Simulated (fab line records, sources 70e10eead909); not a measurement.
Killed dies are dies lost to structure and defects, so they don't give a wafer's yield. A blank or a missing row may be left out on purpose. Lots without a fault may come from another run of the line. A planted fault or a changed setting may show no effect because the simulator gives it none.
Chamber matching | flow nand_harc | NHARC_A_M1_DEP_33 on pecvd-02: 3 sister chambers
The step deposits SiCN, target thk 30 nm. 6 wafers are shown with their chamber, then 12 later ones without.

WAFERS WITH THEIR CHAMBER
wafer  | chamber | heater_power_w (W)
L085.6 | 2       | 602
L086.4 | 0       | 651
L086.6 | 1       | 648
L088.1 | 0       | 574
L088.3 | 2       | 608
L088.4 | 1       | 588

WAFERS WITHOUT THEIR CHAMBER
wafer  | heater_power_w (W)
L089.1 | 590
L089.3 | 552
L089.4 | 642
L091.3 | 633
L091.5 | 634
L091.6 | 636
L090.1 | 590
L090.3 | 653
L090.4 | 592
L094.1 | 556
L094.2 | 573
L094.5 | 648

WHICH CHAMBER EACH WENT THROUGH
wafer  | from the rows above          | in truth
L089.1 | can't be placed: 2 or 0 or 1 | 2
L089.3 | can't be placed: 2 or 0 or 1 | 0
L089.4 | can't be placed: 1 or 0 or 2 | 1
L091.3 | can't be placed: 1 or 0 or 2 | 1
L091.5 | can't be placed: 1 or 0 or 2 | 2
L091.6 | can't be placed: 1 or 0 or 2 | 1
L090.1 | can't be placed: 2 or 0 or 1 | 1
L090.3 | can't be placed: 1 or 0 or 2 | 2
L090.4 | can't be placed: 2 or 0 or 1 | 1
L094.1 | can't be placed: 2 or 0 or 1 | 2
L094.2 | can't be placed: 2 or 0 or 1 | 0
L094.5 | can't be placed: 1 or 0 or 2 | 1
Placed correctly: 0 of 12. Can't be placed from these rows: 12 (the true chamber is among the candidates in 12). Placed wrongly: 0.
How it was worked out, from the rows above alone: a wafer's distance from a chamber is the root of the sum, over the readings, of the square of ((its reading less the chamber's mean) divided by the reading's scatter). The wafer belongs to the nearest chamber; if the next one is less than 2 further off, it can't be placed. A chamber's mean is the mean of its shown wafers. The scatter: the root of (the sum of the squares of (reading less its chamber's mean) over the shown wafers, divided by (wafers less chambers)).
